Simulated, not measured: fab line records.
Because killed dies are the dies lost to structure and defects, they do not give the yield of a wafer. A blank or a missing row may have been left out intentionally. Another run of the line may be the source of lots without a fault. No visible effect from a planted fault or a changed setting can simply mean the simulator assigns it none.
fab line records	flow nand_harc	part 2 of 2: steps 22 to 27 of 27
[record] lots = 5	wafers = 15	last_day = 30
route steps=1302 shown A_ONON_D2@567 A_CHANNEL_HOLE_D2@570
lots untouched by any fault: they come from a run of this same line in which no faults occurred
start_h: the number of hours between the record's first day and the start of the first shown wafer of the lot	wait_h: hours elapsed since this lot's preceding step	" as in the row above	L1.1+2: one row covering several wafers at once	- no value present, or no start provided	* or withheld: withheld	< > ~ a bound
route shown NAME@n: a module of which the file shows steps, and the number in the route of the first	usual: mean/standard deviation taken from wafers without a fault	same: alike in all rows	chamber/n: place in a boat	sites: each site's reading	_std_site: their standard deviation	_edge_site: mean of outer sites minus mean of inner sites	radius_mm: for every site, how far away it sits from the centre of the wafer	mask NAME#n: copy n	behind: the tool/chamber that last shaped the wafer	hold: what put the lot on hold/how long, in hours/how the hold closed	device: the transistor (n, p or np) that didn't switch	end of line: the tests these same wafers got at the end of their route	a step given without rows: its recipe and nothing more	killed: not the wafer's yield, but the dies lost to structure and defects at the first sort	map: a wafer's dies, marking killed ones x, the rest . and places with no die _
set.NAME: the setting that was run; set.NAME@STEP: the one run at that earlier step	model.NAME: the simulator's own value behind a step, which no gauge read
lots seen at some steps along the route; tables by step, rows by wafer
services: when a tool's chamber went out of use (start_h, in hours from the record's first day, below 0 if earlier), for how many hours, and the reason
[[steps]]
[step NHARC_A_CHANNEL_HOLE_D2_ETCH_16]
[recipe] target_depth_a = 31000	over_etch_frac = 0.3	time_s = 806	ion_energy_ev = 150	o2_flow_sccm = 400	cos_flow_sccm = 20	ar_flow_sccm = 0	rf_w = 500	bias_w = 300	chemistry = O2/COS
[usual] drypump_motor_current_A = 5.9/0.44	oes_product_au = 1.004/0.011	rf_vpp_V = 314.5/1.8	showerhead_plenum_p_Torr = 3.15/0.11	throttle_valve_pct = 28.331/0.009
lot.wafer	tool	chamber	start_h	wait_h	drypump_motor_current_A	oes_product_au	rf_hours_counter_h	rf_vpp_V	showerhead_plenum_p_Torr	throttle_valve_pct
L075.1	rie_diel-11	1	-	-	5.9	1.021	3.0	315.5	3.23	28.344
L075.2	"	2	"	"	5.9	1.017	3.0	318.3	3.34	28.315
L075.5	"	2	"	"	5.9	1.017	-	316.5	3.34	28.342
L080.4	rie_diel-02	3	-	-	5.2	0.995	6.6	315.7	3.25	28.337
L080.6	"	2	"	"	5.4	1.002	-	315.8	3.21	28.340
L080.5	"	3	"	"	5.2	0.994	-	315.8	3.25	28.336
L085.3	rie_diel-04	1	-	-	6.2	0.985	1.8	313.7	3.03	28.328
L085.4	"	2	"	"	5.8	1.008	1.6	310.8	2.94	28.350
L085.1	"	3	"	"	5.3	1.004	2.2	314.4	3.15	28.339
L087.4	rie_diel-04	0	-	-	5.8	1.003	4.9	313.6	3.13	28.343
L087.1	"	1	"	"	6.2	0.983	4.5	313.2	3.03	28.338
L087.2	"	2	"	"	5.7	0.997	4.1	310.9	2.94	28.335
L091.3	rie_diel-11	0	-	-	6.8	1.021	1.1	314.4	3.24	28.335
L091.5	"	3	"	"	5.8	0.995	-	315.0	3.13	28.330
L091.6	"	0	"	"	6.8	1.012	-	317.1	3.24	28.323
[step NHARC_A_CHANNEL_HOLE_D2_CD_MEAS_18]
[usual] cd_nm = 99.9/2.7
lot.wafer	tool	chamber	start_h	wait_h	cd_nm
L075.1	cd_sem-02	-	313.24	-	103.3
L075.2	"	-	"	"	97.9
L075.5	"	-	"	"	99.8
L080.4	cd_sem-02	-	339.17	-	93.3
L080.5	"	-	"	"	98.8
L080.6	"	-	"	"	97.1
L085.1	cd_sem-02	-	397.78	-	98.4
L085.3	"	-	"	"	103.5
L085.4	"	-	"	"	99.9
L087.1	cd_sem-02	-	424.62	-	100.6
L087.2	"	-	"	"	99.9
L087.4	"	-	"	"	100.3
L091.3	cd_sem-01	-	453.28	-	100.0
L091.5	"	-	"	"	96.2
L091.6	"	-	"	"	99.4
[step NHARC_A_CHANNEL_HOLE_D2_ETCH_19]
[recipe] bias_v = 1200	source_w = 2500	pressure_mtorr = 15	time_s = 34.5	ar_flow_sccm = 375	c4f8_flow_sccm = 28.8	o2_flow_sccm = 96.2	temp_c = -20	target_depth_a = *	chemistry = C4F8/O2/Ar
[usual] drypump_motor_current_A = 5.5/0.31	he_backside_leak_sccm = 6.5/0.71	showerhead_plenum_p_Torr = 3.67/0.1	temp_c = -20.01/0.1	throttle_valve_pct = 37.037/0.0087
lot.wafer	tool	chamber	start_h	wait_h	drypump_motor_current_A	he_backside_leak_sccm	rf_hours_counter_h	showerhead_plenum_p_Torr	temp_c	throttle_valve_pct
L075.1	har_etch-02	0	313.31	0.1	5.5	6.8	351	3.78	-19.89	37.018
L075.2	"	0	"	"	5.5	7.0	-	3.78	-20.00	37.042
L075.5	"	0	"	"	5.5	7.7	-	3.78	-20.17	37.032
L080.4	har_etch-01	0	343.04	3.9	5.2	6.5	-	3.53	-19.93	37.030
L080.5	"	1	"	"	5.4	6.8	-	3.70	-20.16	37.050
L080.6	"	0	"	"	5.2	6.3	-	3.52	-19.98	37.035
L085.1	har_etch-02	1	401.26	3.5	6.1	5.8	4	3.75	-19.98	37.025
L085.4	"	1	"	"	6.1	5.7	-	3.75	-19.95	37.035
L085.3	"	0	"	"	5.5	5.4	-	3.75	-20.05	37.035
L087.1	har_etch-02	1	424.70	0.1	6.1	6.0	19	3.74	-19.95	37.050
L087.2	"	0	"	"	5.5	5.5	19	3.74	-20.14	37.036
L087.4	"	0	"	"	5.5	5.5	-	3.74	-20.17	37.046
L091.3	har_etch-02	1	453.41	0.1	6.0	6.0	-	3.73	-20.13	37.016
L091.6	"	0	"	"	5.5	5.6	-	3.73	-20.07	37.040
L091.5	"	1	"	"	6.0	5.9	-	3.73	-20.13	37.031
[step NHARC_A_CHANNEL_HOLE_D2_ETCH_20]
[recipe] bias_v = 3000	source_w = withheld	pressure_mtorr = 20	time_s = 361.9	ar_flow_sccm = 375	c4f8_flow_sccm = 89.3	o2_flow_sccm = 35.7	temp_c = -20	target_depth_a = 16000	chemistry = C4F8/O2/Ar
[usual] drypump_motor_current_A = 5.5/0.31	he_backside_leak_sccm = 6.5/0.58	showerhead_plenum_p_Torr = 3.63/0.099	temp_c = -20.00/0.1	throttle_valve_pct = 32.155/0.0093
lot.wafer	tool	chamber	start_h	wait_h	drypump_motor_current_A	he_backside_leak_sccm	rf_hours_counter_h	showerhead_plenum_p_Torr	temp_c	throttle_valve_pct
L075.1	har_etch-02	0	313.53	0.2	5.5	7.3	351	3.74	-20.09	32.146
L075.2	"	0	"	"	5.5	7.3	-	3.74	-19.97	32.143
L075.5	"	0	"	"	5.5	7.2	-	3.74	-20.02	32.158
L080.4	har_etch-01	0	343.25	0.2	5.2	6.5	-	3.49	-20.05	32.161
L080.5	"	1	"	"	5.4	6.5	-	3.66	-20.09	32.161
L080.6	"	0	"	"	5.2	6.6	-	3.49	-20.20	32.153
L085.1	har_etch-02	1	401.37	0.1	6.0	6.0	4	3.71	-19.88	32.154
L085.4	"	1	"	"	6.0	8.5	-	3.71	-19.98	32.153
L085.3	"	0	"	"	5.5	5.6	-	3.71	-19.98	32.154
L087.1	har_etch-02	1	424.81	0.1	6.1	5.8	19	3.70	-20.08	32.158
L087.2	"	0	"	"	5.5	5.8	19	3.70	-20.08	32.164
L087.4	"	0	"	"	5.5	5.5	-	3.70	-20.09	32.141
L091.3	har_etch-02	1	453.62	0.2	6.1	6.0	-	3.69	-19.96	32.161
L091.6	"	0	"	"	5.5	5.5	-	3.69	-20.00	32.159
L091.5	"	1	"	"	6.1	5.7	-	3.69	-19.95	32.138
[step NHARC_A_CHANNEL_HOLE_D2_ETCH_21]
[recipe] bias_v = 3000	source_w = withheld	pressure_mtorr = 20	time_s = 514.3	ar_flow_sccm = 375	c4f8_flow_sccm = 89.3	o2_flow_sccm = 35.7	temp_c = -20	target_depth_a = 16000	chemistry = C4F8/O2/Ar
[usual] drypump_motor_current_A = 5.5/0.31	he_backside_leak_sccm = 6.6/0.79	showerhead_plenum_p_Torr = 3.63/0.099	temp_c = -20.01/0.11	throttle_valve_pct = 32.156/0.0088
lot.wafer	tool	chamber	start_h	wait_h	drypump_motor_current_A	he_backside_leak_sccm	rf_hours_counter_h	showerhead_plenum_p_Torr	temp_c	throttle_valve_pct
L075.1	har_etch-02	0	314.17	0.5	5.5	7.1	352	3.74	-20.18	32.167
L075.2	"	0	"	"	5.5	7.4	-	3.74	-20.07	32.145
L075.5	"	0	"	"	5.5	7.1	-	3.74	-20.12	32.162
L080.4	har_etch-01	0	343.63	0.3	5.2	6.4	-	3.49	-20.02	32.153
L080.5	"	1	"	"	5.4	6.4	-	3.66	-20.21	32.144
L080.6	"	0	"	"	5.2	6.5	-	3.49	-19.71	32.171
L085.1	har_etch-02	1	401.68	0.3	6.1	5.9	4	3.71	-19.88	32.150
L085.4	"	1	"	"	6.0	6.0	-	3.71	-19.99	32.160
L085.3	"	0	"	"	5.5	5.5	-	3.71	-19.95	32.170
L087.1	har_etch-02	1	425.13	0.3	6.0	5.8	19	3.70	-20.03	32.159
L087.2	"	0	"	"	5.5	6.0	19	3.70	-20.07	32.165
L087.4	"	0	"	"	5.5	5.9	-	3.70	-20.15	32.159
L091.3	har_etch-02	1	454.00	0.3	6.1	6.0	-	3.69	-20.05	32.162
L091.6	"	0	"	"	5.5	5.8	-	3.69	-19.99	32.148
L091.5	"	1	"	"	6.1	6.0	-	3.69	-19.90	32.163
[step NHARC_A_CHANNEL_HOLE_D2_ETCH_22]
[recipe] bias_v = 3000	source_w = withheld	pressure_mtorr = 20	time_s = 666.7	ar_flow_sccm = 375	c4f8_flow_sccm = 89.3	o2_flow_sccm = 35.7	temp_c = -20	target_depth_a = 16000	chemistry = C4F8/O2/Ar
[usual] drypump_motor_current_A = 5.5/0.32	he_backside_leak_sccm = 6.5/0.62	showerhead_plenum_p_Torr = 3.63/0.099	temp_c = -20.00/0.11	throttle_valve_pct = 32.154/0.0086
lot.wafer	tool	chamber	start_h	wait_h	drypump_motor_current_A	he_backside_leak_sccm	rf_hours_counter_h	showerhead_plenum_p_Torr	temp_c	throttle_valve_pct
L075.1	har_etch-02	0	315.06	0.7	5.5	7.3	353	3.74	-20.10	32.165
L075.2	"	0	"	"	5.5	7.1	-	3.74	-20.01	32.129
L075.5	"	0	"	"	5.5	7.7	-	3.73	-19.99	32.141
L080.4	har_etch-01	0	344.13	0.4	5.2	6.4	-	3.49	-19.89	32.152
L080.5	"	1	"	"	5.4	6.7	-	3.66	-19.97	32.146
L080.6	"	0	"	"	5.2	6.2	-	3.49	-19.93	32.157
L085.1	har_etch-02	1	402.13	0.4	6.1	5.8	5	3.71	-19.95	32.164
L085.4	"	1	"	"	6.0	5.8	-	3.71	-20.12	32.159
L085.3	"	0	"	"	5.5	5.8	-	3.71	-20.02	32.165
L087.1	har_etch-02	1	425.57	0.4	6.0	6.0	20	3.70	-19.93	32.160
L087.2	"	0	"	"	5.5	5.6	20	3.70	-20.00	32.144
L087.4	"	0	"	"	5.5	5.8	-	3.70	-19.99	32.156
L091.3	har_etch-02	1	454.51	0.4	6.1	6.1	-	3.69	-19.89	32.163
L091.6	"	0	"	"	5.5	5.7	-	3.69	-20.14	32.152
L091.5	"	1	"	"	6.1	6.1	-	3.69	-19.89	32.142
[[services]]
tool	chamber	start_h	hours	kind
rie_diel-02	-	304.69	0.1	repair
rie_diel-04	3	323.75	3.1	repair
arfi_scanner-02	-	324.51	4.0	pm
litho_track-01	-	330.00	7.0	pm
rie_diel-04	1	340.13	6.8	repair
litho_track-06	-	354.00	7.0	pm
rie_diel-04	-	354.97	9.0	pm
rie_diel-11	0	365.98	6.8	repair
acl_dep-01	-	368.42	13.0	pm
litho_track-04	-	378.00	7.0	pm
har_etch-02	-	379.49	17.0	pm
rie_diel-11	-	380.82	1.1	repair
rie_diel-04	3	384.00	6.2	repair
rie_diel-04	-	387.22	0.5	repair
rie_diel-02	3	387.93	2.6	repair
rie_diel-02	-	393.85	9.0	pm
pecvd-02	-	408.11	13.0	pm
rie_diel-11	-	410.55	0.9	repair
rie_diel-11	0	422.80	4.3	repair
rie_diel-11	-	432.50	9.0	pm
pecvd-02	-	436.18	0.5	repair
rie_diel-02	0	437.00	14.2	repair
rie_diel-04	3	441.13	3.1	repair
rie_diel-11	1	449.44	4.9	repair
